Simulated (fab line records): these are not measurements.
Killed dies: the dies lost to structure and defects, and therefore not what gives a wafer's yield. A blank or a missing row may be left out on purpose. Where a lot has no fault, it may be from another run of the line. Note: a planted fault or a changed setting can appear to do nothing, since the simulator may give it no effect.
Which tool did it? -- flow n5Finfet -- Sampling: 12 lots, 36 wafers, 5 of 1938 route steps

WHAT THE GAUGES SHOWED, per wafer
N5_BEOL_M0_SAQP_INSPECT_42: inspects for defects (brightfield).
lot,measured,on,rawDefectCount
L075,day 6 09:23,defectInspect-02,228 380 347
L077,day 6 15:18,defectInspect-02,325 294 348
L079,day 7 01:46,defectInspect-01,226 261 240
L081,day 7 15:41,defectInspect-01,187 205 241
L083,day 7 21:49,defectInspect-02,369 328 551
L085,day 8 14:15,defectInspect-02,243 206 221
L087,day 9 03:11,defectInspect-01,188 274 181
L089,day 9 14:30,defectInspect-02,156 177 317
L091,day 10 02:22,defectInspect-01,445 262 221
L093,day 10 09:17,defectInspect-01,309 184 253
L095,day 10 19:14,defectInspect-01,209 356 301
L097,day 11 14:29,defectInspect-01,330 298 361

WHAT TOOL EACH LOT RAN ON (gives the tool, then ch and the chambers of the sampled wafers, and finally the start)
lot,N5_BEOL_M0_SAQP_ETCH_101,N5_BEOL_M0_SAQP_ETCH_102,N5_BEOL_M0_SAQP_RECESS_109,N5_BEOL_M0_SAQP_SPACER2_ALD_26
L075,"rieDiel-02 ch 2,3, day 6 07:11","rieSi-05 ch 0,1,3, day 6 07:17","vaporEtch-02 ch 0,1, day 6 08:01","aldSin-01 ch 0,3, day 6 08:10"
L077,"rieDiel-02 ch 1,2, day 6 13:04","rieSi-05 ch 0,3, day 6 13:11","vaporEtch-02 ch 0,1, day 6 14:01","aldSin-01 ch 0,1,2, day 6 14:09"
L079,"rieDiel-06 ch 0,1,2, day 6 23:20","rieSi-05 ch 0,1,2, day 6 23:26","vaporEtch-02 ch 0,1, day 7 00:20","aldSin-01 ch 1,3, day 7 00:28"
L081,"rieDiel-03 ch 0,1,3, day 7 13:34","rieSi-01 ch 1,3, day 7 13:40","vaporEtch-01 ch 0,1, day 7 14:24","aldSin-02 ch 1,2,3, day 7 14:33"
L083,"rieDiel-03 ch 1,3, day 7 19:34","rieSi-05 ch 2,3, day 7 19:40","vaporEtch-01 ch 0,1, day 7 20:24","aldSin-02 ch 0,1,3, day 7 20:32"
L085,"rieDiel-06 ch 0,1,2, day 8 10:16","rieSi-06 ch 2,3, day 8 10:23","vaporEtch-01 ch 1, day 8 11:13","aldSin-03 ch 1,2, day 8 13:04"
L087,"rieDiel-03 ch 0,1,2, day 9 01:04","rieSi-01 ch 1,2, day 9 01:10","vaporEtch-01 ch 0,1, day 9 01:56","aldSin-01 ch 0,1,3, day 9 02:02"
L089,"rieDiel-03 ch 0,2,3, day 9 12:13","rieSi-06 ch 1,2, day 9 12:19","vaporEtch-02 ch 0,1, day 9 13:05","aldSin-02 ch 0,1,2, day 9 13:13"
L091,"rieDiel-03 ch 0,1,2, day 9 23:50","rieSi-01 ch 2,3, day 9 23:56","vaporEtch-02 ch 1, day 10 00:40","aldSin-01 ch 0,3, day 10 01:12"
L093,"rieDiel-02 ch 0,2, day 10 07:11","rieSi-06 ch 2,3, day 10 07:17","vaporEtch-01 ch 1, day 10 08:01","aldSin-02 ch 1,3, day 10 08:09"
L095,"rieDiel-03 ch 0,1,2, day 10 17:02","rieSi-01 ch 0,3, day 10 17:08","vaporEtch-01 ch 0,1, day 10 17:55","aldSin-01 ch 1,2, day 10 18:03"
L097,"rieDiel-02 ch 0,2,3, day 11 12:08","rieSi-01 ch 2,3, day 11 12:14","vaporEtch-02 ch 0,1, day 11 13:08","aldSin-01 ch 1,2, day 11 13:17"
- N5_BEOL_M0_SAQP_ETCH_101: etches SiNx in CH3F/O2, target depth 29.9 nm, time 42.7 s.
- N5_BEOL_M0_SAQP_ETCH_102: etches SiO2 in CF4, target depth 4 nm, time 4.4 s.
- N5_BEOL_M0_SAQP_RECESS_109: chemistry HF/NH3, target SiO2, target depth 3 nm, afs cycles 1, sublimation time 60 s.
- N5_BEOL_M0_SAQP_SPACER2_ALD_26: deposits SiO2, target thk 15 nm, pulse time 1 s, purge time 2 s.

THE ANSWER, worked out from the rows above alone
Rule: usual is defined by the lots themselves. Put in order of their means at a reading, lots are off if they are a third of the lots or fewer, leave a main group of 4 or more, and stand apart from it by a gap of 3 or more times the standard deviation of the main group's means; of several such gaps the widest counts. A main group whose means are all the same, to the digits that the tables above print for the reading, isn't used. A lot without any number at a reading at which 4 lots or more have one is off too. Where the step has rows for the other lots, those lots are counted as sound.
No lot is off on any of the readings shown, so nothing can be concluded from this.

WHAT THE SIMULATOR HAD PUT IN
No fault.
